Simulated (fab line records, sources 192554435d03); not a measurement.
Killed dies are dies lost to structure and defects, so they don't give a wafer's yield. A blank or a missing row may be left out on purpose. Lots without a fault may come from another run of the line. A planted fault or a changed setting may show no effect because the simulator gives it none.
Which tool did it? | flow n5_finfet | 24 lots, 72 wafers sampled, at 2 steps of a route of 1938

WHAT THE GAUGES READ, wafer by wafer
N5_BEOL_M1_THK_MEAS_01.
lot  | measured     | on            | M1_ILD_THK (nm)
L074 | day 6 05:20  | film_metro-02 | 77.8 78.9 79.6
L075 | day 6 05:26  | film_metro-02 | 77.5 77.7 80.1
L076 | day 6 10:17  | film_metro-01 | 77.4 78.0 79.5
L077 | day 6 19:46  | film_metro-01 | 79.2 78.3 80.0
L078 | day 6 23:09  | film_metro-02 | 77.8 77.0 78.6
L079 | day 7 01:05  | film_metro-02 | 77.9 79.2 78.0
L080 | day 7 14:13  | film_metro-02 | 76.8 77.9 79.2
L082 | day 7 23:07  | film_metro-02 | 79.2 79.4 79.9
L081 | day 7 23:11  | film_metro-01 | 78.2 79.3 79.6
L083 | day 8 07:55  | film_metro-01 | 78.7 79.1 80.1
L084 | day 8 14:17  | film_metro-01 | 78.5 78.1 79.0
L085 | day 8 14:44  | film_metro-01 | 79.0 77.5 78.6
L086 | day 9 08:09  | film_metro-02 | 78.9 80.3 79.0
L087 | day 9 10:08  | film_metro-01 | 77.9 80.6 79.1
L088 | day 9 10:44  | film_metro-01 | 78.4 78.7 79.5
L089 | day 9 16:41  | film_metro-01 | 79.1 78.6 80.0
L090 | day 9 22:35  | film_metro-01 | 80.3 80.0 79.5
L091 | day 10 02:27 | film_metro-01 | 77.8 78.2 80.3
L092 | day 10 09:25 | film_metro-02 | 76.5 77.8 79.0
L093 | day 10 15:26 | film_metro-02 | 77.0 78.4 79.8
L094 | day 10 17:20 | film_metro-02 | 78.7 77.3 79.3
L095 | day 11 05:31 | film_metro-02 | 77.9 79.6 78.8
L096 | day 11 09:03 | film_metro-02 | 77.4 79.0 79.0
L097 | day 11 17:34 | film_metro-01 | 78.0 79.9 80.2

WHICH TOOL RAN EACH LOT (tool, then ch and the chambers of the sampled wafers, then the start)
lot  | N5_BEOL_M0_SPUTTER_134
L074 | pvd_sputter-03, day 6 03:46
L075 | pvd_sputter-02, day 6 03:55
L076 | pvd_sputter-02, day 6 08:35
L077 | pvd_sputter-01, day 6 18:16
L078 | pvd_sputter-01, day 6 21:31
L079 | pvd_sputter-01, day 6 23:47
L080 | pvd_sputter-03, day 7 12:43
L082 | pvd_sputter-03, day 7 20:29
L081 | pvd_sputter-03, day 7 20:56
L083 | pvd_sputter-02, day 8 03:41
L084 | pvd_sputter-03, day 8 12:48
L085 | pvd_sputter-03, day 8 13:17
L086 | pvd_sputter-02, day 9 06:27
L087 | pvd_sputter-02, day 9 08:46
L088 | pvd_sputter-02, day 9 09:22
L089 | pvd_sputter-03, day 9 14:43
L090 | pvd_sputter-02, day 9 21:16
L091 | pvd_sputter-02, day 10 01:05
L092 | pvd_sputter-02, day 10 08:04
L093 | pvd_sputter-01, day 10 14:04
L094 | pvd_sputter-02, day 10 16:02
L095 | pvd_sputter-03, day 11 03:49
L096 | pvd_sputter-02, day 11 07:44
L097 | pvd_sputter-02, day 11 15:58
- N5_BEOL_M0_SPUTTER_134: material Cu, target thk 4 nm, time 7.37 s.

WHAT THE TOOLS THEMSELVES READ (means of the sampled wafers that have a number; where no wafer has one, the mark that the record gives instead)
N5_BEOL_M0_SPUTTER_134.
lot  | tool           | throttle_valve_pct (%)
L074 | pvd_sputter-03 | 30.1
L075 | pvd_sputter-02 | 30.0
L076 | pvd_sputter-02 | 29.9
L077 | pvd_sputter-01 | 30.0
L078 | pvd_sputter-01 | 30.5
L079 | pvd_sputter-01 | 30.3
L080 | pvd_sputter-03 | 30.8
L082 | pvd_sputter-03 | 29.9
L081 | pvd_sputter-03 | 29.8
L083 | pvd_sputter-02 | 29.9
L084 | pvd_sputter-03 | 29.2
L085 | pvd_sputter-03 | 29.7
L086 | pvd_sputter-02 | 30.4
L087 | pvd_sputter-02 | 29.5
L088 | pvd_sputter-02 | 29.5
L089 | pvd_sputter-03 | 29.3
L090 | pvd_sputter-02 | 30.4
L091 | pvd_sputter-02 | 30.1
L092 | pvd_sputter-02 | 29.9
L093 | pvd_sputter-01 | 30.3
L094 | pvd_sputter-02 | 30.0
L095 | pvd_sputter-03 | 29.9
L096 | pvd_sputter-02 | 30.1
L097 | pvd_sputter-02 | 29.5

THE ANSWER, worked out from the rows above alone
Rule: what is usual is taken from the lots themselves. Put in order of their means at a reading, lots are off if they are a third of the lots or fewer, leave a main group of 4 or more, and stand apart from it by a gap of 3 or more times the standard deviation of the main group's means; of several such gaps the widest counts. A main group whose means are all the same, to the digits that the tables above print for the reading, isn't used. A lot without any number at a reading at which 4 lots or more have one is off too. The other lots that the step has rows for count as sound. The gauges are gone through in route order, then the tools' own readings, and for those a lot's mean is taken as printed above. The first step at which some lot is off is used, and at that step the reading that is off furthest; a lot without a number counts as furthest.
No lot is off at any reading shown: from this, nothing can be told.

WHAT THE SIMULATOR HAD PUT IN
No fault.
